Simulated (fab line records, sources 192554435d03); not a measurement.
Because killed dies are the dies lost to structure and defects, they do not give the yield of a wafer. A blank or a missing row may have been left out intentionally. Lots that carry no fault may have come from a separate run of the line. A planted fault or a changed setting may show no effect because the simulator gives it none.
fab line records	flow n5-finfet
record lots=9	wafers=27	last-day=17
route steps=1938 shown SDB@375 HKMG_FIN@406 BEOL_M4@1111 PASSIVATION@1936
lots untouched by any fault: they come from a run of this same line in which no faults occurred
start-h: hours from the record's first day to the start of the lot's first wafer shown	wait-h: time in hours since the lot's previous step	" same as the row above	L1.1+2: a single row standing in for several wafers	- no value, or no start given	* or withheld: withheld	< > ~ a bound
route shown NAME@n: names a module that has steps shown in the file, with the first one's number in the route	usual: the fault-free wafers' mean and standard deviation	same: alike in all rows	chamber/n: place in a boat	sites: readings site by site	_std_site: the standard deviation of these	_edge_site: the outer-site mean with the inner-site mean subtracted	radius-mm: how far each site lies from the wafer's centre	mask NAME#n: copy n	behind: the last tool/chamber to shape the wafer	hold: the reason the lot was held/the length of the hold in hours/how it ended	device: names the non-switching transistor (n, p or np)	end of line: at the end of the route, the tests of the same wafers	a step without rows: its recipe alone	killed: dies lost to structure and defects at the first sort, not the wafer's yield	map: a wafer's dies, x killed, . not, _ none there
set.NAME: setting as actually run; set.NAME@STEP: the setting as run at that earlier step	model.NAME: the simulator's own value behind a step, which no gauge read
route steps across a sampled set of lots; one table per step, one row per wafer
services: a tool's chamber out of use, with start hour (start-h, from the record's first day; less than 0 if before it), hours out, and reason
## steps
# step N5_SDB_THK_MEAS_31
# recipe reads=a-Si_of_DUMMY_GATE_CVD_03
# usual SDB_THK=63.7/1.1
lot.wafer	tool	chamber	start-h	wait-h	SDB_THK[nm]
L579.3	film-metro-02	-	99.84	-	63.7
L579.5	"	-	"	"	63.0
L579.6	"	-	"	"	65.6
L590.1	film-metro-02	-	162.93	-	62.2
L590.4	"	-	"	"	64.2
L590.6	"	-	"	"	61.7
L589.1	film-metro-02	-	163.51	-	63.8
L589.4	"	-	"	"	63.7
L589.6	"	-	"	"	65.0
L591.1	film-metro-01	-	170.50	-	61.0
L591.3	"	-	"	"	61.1
L591.4	"	-	"	"	64.6
L592.2	film-metro-02	-	177.50	-	64.1
L592.4	"	-	"	"	62.9
L592.6	"	-	"	"	62.9
L593.1	film-metro-01	-	184.93	-	64.0
L593.5	"	-	"	"	63.5
L593.6	"	-	"	"	65.2
L594.2	film-metro-02	-	189.26	-	62.8
L594.3	"	-	"	"	62.5
L594.5	"	-	"	"	63.3
L596.2	film-metro-01	-	202.05	-	65.0
L596.3	"	-	"	"	62.5
L596.4	"	-	"	"	62.6
L597.2	film-metro-02	-	207.24	-	63.9
L597.3	"	-	"	"	64.8
L597.6	"	-	"	"	63.3
# step N5_HKMG_FIN_ETCH_58
# recipe chemistry=N2/H2	target=SOC	target-depth-a=2158	ion-energy-ev=50	bias-w=13	time-s=741	pressure-mtorr=30	source-w=875	n2-flow-sccm=200	h2-flow-sccm=200
# usual bias-w=13.00/0.041	chamber-pressure-mTorr=30.002/0.029	drypump-motor-current-A=5.7/0.39	oes-product-au=0.78/0.084	rf-fwd-power-W=873.9/2.8	rf-vpp-V=99.1/0.81	showerhead-plenum-p-Torr=2.54/0.082	throttle-valve-pct=17.91/0.19
lot.wafer	tool	chamber	start-h	wait-h	bias-w	chamber-pressure-mTorr	drypump-motor-current-A	oes-product-au	rf-fwd-power-W	rf-hours-counter-h	rf-vpp-V	showerhead-plenum-p-Torr	throttle-valve-pct
L579.3	rie-diel-02	2	101.89	0.0	13.02	30.006	5.0	0.74	874.4	171	99.7	2.53	17.81
L579.5	"	1	"	"	12.96	29.989	5.5	0.74	873.9	-	100.9	2.64	18.00
L579.6	"	2	"	"	12.99	30.009	5.0	0.74	871.8	-	98.6	2.53	17.81
L590.1	rie-diel-06	0	164.79	0.0	-	-	-	-	-	-	-	-	-
L590.4	"	0	"	"	-	-	-	-	-	-	-	-	-
L590.6	"	3	"	"	-	-	-	-	-	-	-	-	-
L589.1	rie-diel-06	2	165.74	0.0	-	-	-	-	-	-	-	-	-
L589.4	"	3	"	"	-	-	-	-	-	-	-	-	-
L589.6	"	0	"	"	-	-	-	-	-	-	-	-	-
L591.1	rie-diel-02	0	172.46	0.0	-	-	-	-	-	-	-	-	-
L591.3	"	3	"	"	-	-	-	-	-	-	-	-	-
L591.4	"	0	"	"	-	-	-	-	-	-	-	-	-
L592.2	rie-diel-04	2	179.66	0.0	13.05	29.998	6.4	0.72	873.5	184	99.5	2.44	17.80
L592.4	"	3	"	"	12.94	30.054	5.7	0.72	873.7	198	97.9	2.52	18.06
L592.6	"	2	"	"	13.03	29.981	6.4	0.73	868.9	-	98.3	2.44	17.80
L593.1	rie-diel-06	0	186.88	0.0	13.08	29.929	6.0	0.67	867.5	282	98.3	2.57	17.97
L593.5	"	0	"	"	13.11	29.963	6.0	0.67	869.3	-	99.8	2.57	17.95
L593.6	"	2	"	"	12.94	29.968	5.3	0.73	875.3	-	98.1	2.41	18.06
L594.2	rie-diel-02	1	191.64	0.0	13.04	30.012	5.6	0.71	875.0	206	98.6	2.63	18.05
L594.3	"	2	"	"	13.00	29.980	5.0	0.71	878.4	205	99.9	2.51	17.88
L594.5	"	0	"	"	12.98	29.995	5.3	0.86	872.0	-	99.7	2.59	17.99
L596.2	rie-diel-02	0	204.00	0.0	13.00	30.042	5.4	0.85	874.2	53	98.7	2.59	17.99
L596.3	"	3	"	"	13.05	30.046	5.7	0.84	874.1	65	99.8	2.68	17.73
L596.4	"	2	"	"	12.98	30.011	5.0	0.70	871.8	209	98.7	2.51	17.88
L597.2	rie-diel-04	2	209.39	0.0	13.05	29.980	6.4	0.71	873.7	195	99.2	2.43	17.81
L597.3	"	3	"	"	12.97	29.965	5.7	0.72	873.8	208	99.6	2.51	18.08
L597.6	"	2	"	"	13.05	30.006	6.4	0.71	875.9	-	98.2	2.43	17.82
# step N5_HKMG_FIN_STRIP_93
# recipe chemistry=N2/H2	material=SOC	time-s=20	power-w=500	temp-c=40	pressure-mtorr=50	rf-frequency-hz=6e+07	bias-power-w=8	h2-frac=0.5	n2-flow-sccm=300	h2-flow-sccm=300
# usual chamber-pressure-mTorr=50.00/0.047	drypump-motor-current-A=5.7/0.39	oes-product-au=0.78/0.083	rf-fwd-power-W=496.0/1.8	rf-vpp-V=54.2/0.86	showerhead-plenum-p-Torr=3.36/0.1	temp-c=40.01/0.1	throttle-valve-pct=19.11/0.21
lot.wafer	tool	chamber	start-h	wait-h	chamber-pressure-mTorr	drypump-motor-current-A	oes-product-au	rf-fwd-power-W	rf-hours-counter-h	rf-vpp-V	showerhead-plenum-p-Torr	temp-c	throttle-valve-pct
L579.3	rie-diel-02	2	102.32	0.2	50.00	5.0	0.74	496.0	171	53.3	3.34	40.05	19.17
L579.5	"	1	"	"	49.98	5.6	0.75	497.8	-	54.8	3.49	40.00	19.08
L579.6	"	2	"	"	49.99	5.0	0.73	494.7	-	53.0	3.34	39.97	19.17
L590.1	rie-diel-06	0	165.22	0.2	49.94	6.0	0.68	495.3	272	53.4	3.41	40.06	19.23
L590.4	"	0	"	"	49.95	6.0	0.68	492.4	-	55.1	3.41	39.89	19.24
L590.6	"	3	"	"	49.92	6.0	0.69	493.1	-	53.6	3.31	40.02	19.32
L589.1	rie-diel-06	2	166.17	0.2	50.01	5.3	0.73	498.3	206	52.5	3.19	39.97	19.32
L589.4	"	3	"	"	49.93	5.9	0.68	495.5	-	54.0	3.31	39.93	19.32
L589.6	"	0	"	"	49.99	6.0	0.68	498.8	-	54.3	3.41	39.96	19.21
L591.1	rie-diel-02	0	172.89	0.2	49.98	5.3	0.87	496.6	42	53.7	3.42	40.06	19.14
L591.3	"	3	"	"	49.98	5.8	0.86	495.6	53	54.9	3.54	40.13	18.99
L591.4	"	0	"	"	50.06	5.3	0.88	496.0	-	54.3	3.42	40.05	19.14
L592.2	rie-diel-04	2	180.09	0.2	49.96	6.4	0.73	496.0	184	54.4	3.22	40.08	18.89
L592.4	"	3	"	"	50.08	5.6	0.72	493.2	198	54.1	3.33	40.20	19.33
L592.6	"	2	"	"	49.98	6.4	0.72	497.7	-	52.9	3.22	40.00	18.91
L593.1	rie-diel-06	0	187.31	0.2	49.95	5.9	0.68	493.8	283	53.1	3.40	40.00	19.25
L593.5	"	0	"	"	49.99	5.9	0.67	495.5	-	54.3	3.40	39.95	19.25
L593.6	"	2	"	"	49.85	5.3	0.72	497.9	-	52.8	3.19	39.98	19.33
L594.2	rie-diel-02	1	192.07	0.2	49.99	5.6	0.73	496.9	206	54.9	3.47	40.02	19.14
L594.3	"	2	"	"	49.95	5.0	0.71	496.6	205	53.4	3.32	40.02	19.23
L594.5	"	0	"	"	49.97	5.3	0.87	497.0	-	54.5	3.42	39.99	19.15
L596.2	rie-diel-02	0	204.42	0.2	50.02	5.3	0.86	494.6	54	55.1	3.41	39.97	19.16
L596.3	"	3	"	"	50.03	5.8	0.85	498.6	65	54.1	3.53	39.99	19.02
L596.4	"	2	"	"	49.95	5.0	0.70	494.5	209	55.5	3.32	39.83	19.22
L597.2	rie-diel-04	2	209.82	0.2	49.95	6.4	0.71	496.8	195	53.0	3.22	39.98	18.92
L597.3	"	3	"	"	50.07	5.7	0.71	494.8	209	54.4	3.32	39.97	19.35
L597.6	"	2	"	"	50.08	6.4	0.72	494.5	-	55.1	3.22	39.99	18.94
# step N5_HKMG_FIN_ALD_36
# recipe material=TiN	target-thk-a=10	temp-c=400	ald-precursor-family=TiCl4	ald-co-reactant=NH3	pulse-time-s=1	purge-time-s=3	co-reactant-purge-time-s=2	co-reactant-pulse-time-s=2	ald-cycles=47	pressure-torr=3
# usual heater-power-w=868/79	precursor-pulse-height-rel=1.000/0.02
lot.wafer	tool	chamber	start-h	wait-h	heater-power-w	precursor-pulse-height-rel
L579.3	ald-metal-04	3	103.95	0.0	762	1.008
L579.5	"	2	"	"	850	1.016
L579.6	"	0	"	"	768	1.006
L590.1	ald-metal-04	0	166.64	0.0	759	0.984
L590.4	"	2	"	"	836	0.993
L590.6	"	1	"	"	858	1.003
L589.1	ald-metal-04	1	167.56	0.0	870	1.008
L589.4	"	2	"	"	845	0.994
L589.6	"	0	"	"	772	1.025
L591.1	ald-metal-03	3	174.35	0.0	835	1.002
L591.3	"	0	"	"	917	1.022
L591.4	"	2	"	"	849	1.000
L592.2	ald-metal-04	3	181.79	0.0	743	1.008
L592.4	"	2	"	"	840	1.042
L592.6	"	3	"	"	759	0.994
L593.1	ald-metal-01	0	188.72	0.0	899	0.995
L593.5	"	3	"	"	914	0.987
L593.6	"	0	"	"	913	1.032
L594.2	ald-metal-04	0	193.50	0.0	764	0.984
L594.3	"	3	"	"	738	1.023
L594.5	"	3	"	"	739	1.000
L596.2	ald-metal-03	1	205.94	0.0	919	0.999
L596.3	"	3	"	"	858	1.041
L596.4	"	0	"	"	925	1.045
L597.2	ald-metal-01	0	211.47	0.0	905	0.992
L597.3	"	2	"	"	972	0.955
L597.6	"	2	"	"	944	0.974
# step N5_BEOL_M4_RC_MEAS_101
# usual DIBL_N=36.3/1.6	DIBL_P=36.2/2.1	IOFF_N=0.16/0.031	IOFF_N_85C=3.1/0.49	IOFF_N_LIN=0.073/0.012	IOFF_N_LONG=5.47e-05/2.9e-06	IOFF_P=0.21/0.034	ION_N=673/11	ION_P=461/7.4	SS_N=71.6/0.55	SS_P=73.3/0.66	VT_N=251/3.2	VT_N_LONG=275.2/2.1	VT_P=-251/3.5	VT_P_LVT=-100/3
lot.wafer	tool	chamber	start-h	wait-h	DIBL_N[mV/V]	DIBL_P[mV/V]	IOFF_N[nA/um]	IOFF_N_85C[nA/um]	IOFF_N_LIN[nA/um]	IOFF_N_LONG[nA/um]	IOFF_P[nA/um]	ION_N[uA/um]	ION_P[uA/um]	SS_N[mV/dec]	SS_P[mV/dec]	VT_N[mV]	VT_N_LONG[mV]	VT_P[mV]	VT_P_LVT[mV]
L579.3	prober-01	0	188.45	0.3	34.0	34.1	0.12	2.5	0.062	5.86e-05	0.20	665	465	70.5	73.1	253	272.9	-249	-97
L579.5	"	0	"	"	35.5	35.7	0.15	2.9	0.068	5.81e-05	0.21	666	461	70.8	73.2	251	273.1	-247	-97
L579.6	"	0	"	"	32.7	32.4	0.11	2.2	0.054	5.83e-05	0.18	669	468	70.6	72.9	256	272.3	-252	-99
L590.1	prober-02	0	245.44	0.0	37.4	38.7	37.91	306.3	17.170	0.011124	0.27	979	475	71.9	73.0	95	122.8	-241	-243
L590.4	"	0	"	"	33.9	33.8	25.07	217.0	12.385	0.011096	0.20	968	476	70.7	72.2	101	122.4	-248	-247
L590.6	"	0	"	"	36.0	36.8	33.25	274.2	15.634	0.01122	0.24	967	469	71.6	73.1	96	121.8	-244	-245
L591.1	prober-02	0	253.81	0.0	36.2	33.6	26.69	221.3	12.252	0.009278	0.19	947	451	71.1	72.5	103	126.2	-255	-252
L591.3	"	0	"	"	38.6	36.5	35.11	278.9	15.143	0.0096045	0.23	968	464	71.7	73.8	100	124.4	-248	-252
L591.4	"	0	"	"	35.8	33.4	27.28	225.1	12.631	0.0094589	0.19	934	456	71.4	73.3	102	126.1	-254	-251
L589.1	prober-02	0	256.65	0.0	36.4	34.9	31.44	251.3	13.977	0.0098606	0.19	961	457	71.6	72.7	99	125.3	-251	-250
L589.4	"	0	"	"	34.2	32.6	23.47	199.0	10.879	0.0099757	0.16	916	451	71.2	71.4	104	124.1	-251	-254
L589.6	"	0	"	"	34.8	34.5	28.95	240.0	13.214	0.010167	0.19	940	459	70.7	73.0	101	122.7	-252	-251
L592.2	prober-01	0	261.83	0.2	37.7	38.2	0.18	3.4	0.082	5.57e-05	0.22	687	465	71.7	73.5	249	276.0	-252	-97
L592.4	"	0	"	"	37.0	36.0	0.15	3.0	0.071	5.68e-05	0.20	668	461	72.2	73.6	250	275.1	-255	-97
L592.6	"	0	"	"	38.1	37.4	0.19	3.5	0.083	5.66e-05	0.23	676	464	72.0	73.1	250	270.9	-248	-96
L593.1	prober-01	0	268.94	0.0	36.5	37.0	0.16	3.1	0.073	5.53e-05	0.20	669	462	72.3	73.6	251	274.1	-249	-101
L593.5	"	0	"	"	36.2	36.8	0.15	3.1	0.070	5.39e-05	0.20	665	460	71.2	73.7	251	276.1	-251	-100
L593.6	"	0	"	"	35.5	34.7	0.13	2.6	0.060	5.47e-05	0.17	661	452	71.5	73.0	256	276.0	-253	-103
L594.2	prober-01	0	273.49	0.2	36.9	37.1	0.16	3.2	0.073	4.98e-05	0.18	670	454	71.6	73.1	251	277.7	-258	-102
L594.3	"	0	"	"	33.8	33.7	0.11	2.3	0.056	4.92e-05	0.13	662	446	70.9	72.7	256	277.4	-262	-107
L594.5	"	0	"	"	36.6	37.1	0.16	3.1	0.072	4.93e-05	0.17	682	459	71.5	73.2	249	280.2	-258	-105
L596.2	prober-01	0	295.65	0.2	34.2	32.7	0.10	2.2	0.051	5.08e-05	0.14	656	455	70.4	71.8	257	279.5	-254	-106
L596.3	"	0	"	"	37.2	37.0	0.15	2.9	0.068	5e-05	0.19	667	456	71.2	72.6	251	278.9	-253	-103
L596.4	"	0	"	"	36.9	36.4	0.14	2.8	0.064	5.04e-05	0.19	666	463	71.6	72.9	252	281.6	-255	-103
L597.2	prober-01	0	298.01	0.2	37.9	38.5	0.19	3.5	0.082	5.55e-05	0.23	687	466	71.7	74.6	248	273.7	-249	-99
L597.3	"	0	"	"	39.1	41.1	0.23	4.2	0.101	5.43e-05	0.28	697	472	73.3	74.0	245	275.8	-248	-96
L597.6	"	0	"	"	39.1	41.7	0.25	4.4	0.107	5.58e-05	0.29	708	478	72.5	74.3	243	274.5	-248	-96
# step N5_PASSIVATION_PROBE_49
# usual defect-limited-yield=91.5/1.5	killed_at_M0_to_M3=32/9.4	killed_at_M4_up=12/5.1	killed-at-contacts=11/7.4	killed-at-front-end=41/11	killed-at-other=3.4/2.5	killed-dies=100/17	killed-open=65/14	killed-short=33/7	sort_bin_4_leakage=0.00/0.01	sort_bin_5_function=4.9/0.96	sort_bin_6_memory=3.1/0.7	sort-n-pass=1080/17	sort-yield-pct=91.5/1.5
# same gross-dies=1180	killed-at-back-side=0	sort_bin_8_speed[%]=0
lot.wafer	tool	chamber	start-h	wait-h	defect-limited-yield[%]	killed_at_M0_to_M3	killed_at_M4_up	killed-at-contacts	killed-at-front-end	killed-at-other	killed-dies	killed-open	killed-short	sort_bin_4_leakage[%]	sort_bin_5_function[%]	sort_bin_6_memory[%]	sort-n-pass	sort-yield-pct[%]
L590.1	prober-02	-	342.71	0.0	93.7	18	8	7	40	1	74	43	30	93.73	3.7	2.4	0	0
L590.4	prober-02	-	342.86	0.2	92.6	29	18	5	34	1	87	57	28	92.63	4.5	2.6	0	0
L590.6	prober-02	-	342.96	0.3	93.2	22	12	4	41	1	80	56	24	93.22	3.5	2.8	0	0
L589.1	prober-02	-	349.82	0.0	90.6	35	7	18	51	0	111	75	34	90.59	5.8	3.1	0	0
L589.4	prober-02	-	349.97	0.2	90.9	43	8	9	41	6	107	59	48	90.93	5.1	3.4	0	0
L589.6	prober-02	-	350.07	0.3	90.7	38	15	21	34	2	110	87	23	90.68	5.8	3.1	0	0
L591.1	prober-02	-	350.99	0.0	91.8	50	12	4	27	4	97	57	34	91.78	5.1	2.4	0	0
L591.3	prober-02	-	351.09	0.1	92.1	32	17	11	25	8	93	60	31	92.12	3.9	4.0	0	0
L591.4	prober-02	-	351.14	0.2	91.8	44	11	7	31	4	97	60	30	91.78	4.5	2.9	0	0
# killed by level:class
L590.1 BEOL_M2:geometric-particle:open=9 STARTING-WAFER:geometric-particle:short=7 GATE_CUT:geometric-particle:short=7 STI_FIN_REVEAL:geometric-particle:open=6 MOL_CONTACT_COAG:geometric-particle:open=5 DUMMY_GATE:geometric-particle:open=4 FIN_SAQP:geometric-particle:short=3 FIN_SAQP:geometric-particle:open=3
L590.4 GATE_CUT:geometric-particle:short=11 BEOL_M4:geometric-particle:open=11 BEOL_M2:geometric-particle:open=10 GATE_CUT:geometric-particle:open=7 BEOL_M0_SAQP:geometric-particle:open=6 STI_FIN_REVEAL:geometric-particle:open=5 MOL_CONTACT_COAG:geometric-particle:open=4 BEOL_M0_SAQP:geometric-particle:short=4
L590.6 BEOL_M2:geometric-particle:open=14 FIN_SAQP:geometric-particle:open=12 BEOL_M4:geometric-particle:open=6 FIN_SAQP:geometric-particle:short=4 DUMMY_GATE:geometric-particle:open=4 GATE_CUT:geometric-particle:short=4 BEOL_M7:geometric-particle:open=4 GATE_CUT:geometric-particle:open=3
L589.1 FIN_SAQP:geometric-particle:open=17 MOL_CONTACT_COAG:geometric-particle:open=14 BEOL_M1:geometric-particle:open=12 FIN_SAQP:geometric-particle:short=9 GATE_CUT:geometric-particle:short=6 BEOL_M3:geometric-particle:open=6 BEOL_M2:geometric-particle:open=5 DUMMY_GATE:geometric-particle:open=4
L589.4 FIN_SAQP:geometric-particle:short=17 BEOL_M0_SAQP:geometric-particle:open=12 FIN_SAQP:geometric-particle:open=11 BEOL_M0_SAQP:geometric-particle:short=8 BEOL_M3:geometric-particle:open=8 MOL_CONTACT_COAG:geometric-particle:open=6 BEOL_M1:geometric-particle:open=4 PASS1_CAP:geometric-particle:short=4
L589.6 MOL_CONTACT_COAG:geometric-particle:open=17 FIN_SAQP:geometric-particle:open=10 BEOL_M0_SAQP:geometric-particle:open=9 BEOL_M2:geometric-particle:open=8 FIN_SAQP:geometric-particle:short=7 BEOL_M3:geometric-particle:open=7 BEOL_M5:geometric-particle:open=6 BEOL_M1:geometric-particle:open=6
L591.1 BEOL_M0_SAQP:geometric-particle:short=15 BEOL_M0_SAQP:geometric-particle:open=11 BEOL_M4:geometric-particle:open=7 BEOL_M1:geometric-particle:open=6 HKMG_FIN:area-etch=6 STI_FIN_REVEAL:geometric-particle:open=5 BEOL_M3:geometric-particle:open=5 MOL_CONTACT_COAG:geometric-particle:open=4
L591.3 BEOL_M0_SAQP:geometric-particle:open=12 BEOL_M3:geometric-particle:open=11 FIN_SAQP:geometric-particle:short=7 MOL_CONTACT_COAG:geometric-particle:open=7 PAD_METAL:geometric-particle:short=7 FIN_SAQP:geometric-particle:open=6 BEOL_M5:geometric-particle:open=5 MOL_CONTACT_COAG:geometric-particle:short=4
L591.4 BEOL_M1:geometric-particle:open=16 FIN_SAQP:geometric-particle:short=8 BEOL_M3:geometric-particle:open=8 MOL_CONTACT_COAG:geometric-particle:open=6 BEOL_M0_SAQP:geometric-particle:open=6 HKMG_FIN:area-etch=6 FIN_SAQP:geometric-particle:open=5 BEOL_M0_SAQP:geometric-particle:short=5
## services
tool	chamber	start-h	hours	kind
ald-metal-03	-	81.16	8.7	pm
rie-diel-06	2	87.77	25.7	repair
rie-diel-06	1	88.98	2.9	repair
rie-diel-02	3	89.46	1.7	repair
rie-diel-06	1	102.88	93.9	repair
ald-metal-03	-	107.55	2.7	repair
rie-diel-04	3	109.30	9.0	repair
ald-metal-04	-	112.81	1.2	repair
ald-metal-04	2	138.76	13.6	repair
ald-metal-04	-	144.26	2.8	pm
ald-metal-04	3	148.09	3.3	repair
rie-diel-02	1	162.23	15.8	repair
ald-metal-01	-	179.35	1.5	repair
rie-diel-02	-	192.75	0.2	repair
ald-metal-03	2	196.11	14.1	repair
rie-diel-06	0	198.38	-	clean
rie-diel-06	0	198.38	-	consumable-replace:focus-ring
rie-diel-06	0	198.38	20.0	scheduled-down
rie-diel-06	0	198.38	20.0	vent-cycle
rie-diel-04	0	208.52	8.1	repair
## key
first-sign step=N5_HKMG_FIN_ETCH_58	reading=tool-record	direction=missing
effect step=N5_BEOL_M4_RC_MEAS_101	reading=IOFF_N_LONG	direction=up	sigmas=99+	usual=5.47e-05	struck=0.010198
effect step=N5_BEOL_M4_RC_MEAS_101	reading=IOFF_N_LIN	direction=up	sigmas=99+	usual=0.073	struck=13.698
effect step=N5_BEOL_M4_RC_MEAS_101	reading=IOFF_N	direction=up	sigmas=99+	usual=0.16	struck=29.91
effect step=N5_BEOL_M4_RC_MEAS_101	reading=IOFF_N_85C	direction=up	sigmas=99+	usual=3.1	struck=245.9
effect step=N5_BEOL_M4_RC_MEAS_101	reading=VT_N_LONG	direction=down	sigmas=74	usual=275.2	struck=124.0
effect step=N5_BEOL_M4_RC_MEAS_101	reading=VT_P_LVT	direction=down	sigmas=50	usual=-100	struck=-250
effect step=N5_BEOL_M4_RC_MEAS_101	reading=VT_N	direction=down	sigmas=47	usual=251	struck=100
effect step=N5_BEOL_M4_RC_MEAS_101	reading=ION_N	direction=up	sigmas=25	usual=673	struck=953
effect step=N5_PASSIVATION_PROBE_49	reading=sort_bin_4_leakage	direction=up	sigmas=99+	usual=0.00	struck=91.94
met-at N5_HKMG_FIN_ETCH_58
struck-lots L589,L590,L591
not-acting-at N5_SDB_THK_MEAS_31,N5_HKMG_FIN_STRIP_93,N5_HKMG_FIN_ALD_36
onset-between 101.89 164.79
fault kind=skipped-step-whole	tool=rie-diel-02,rie-diel-06	chamber=-	onset-h=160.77	steps=N5_HKMG_FIN_ETCH_58	scope=struck-lots-only
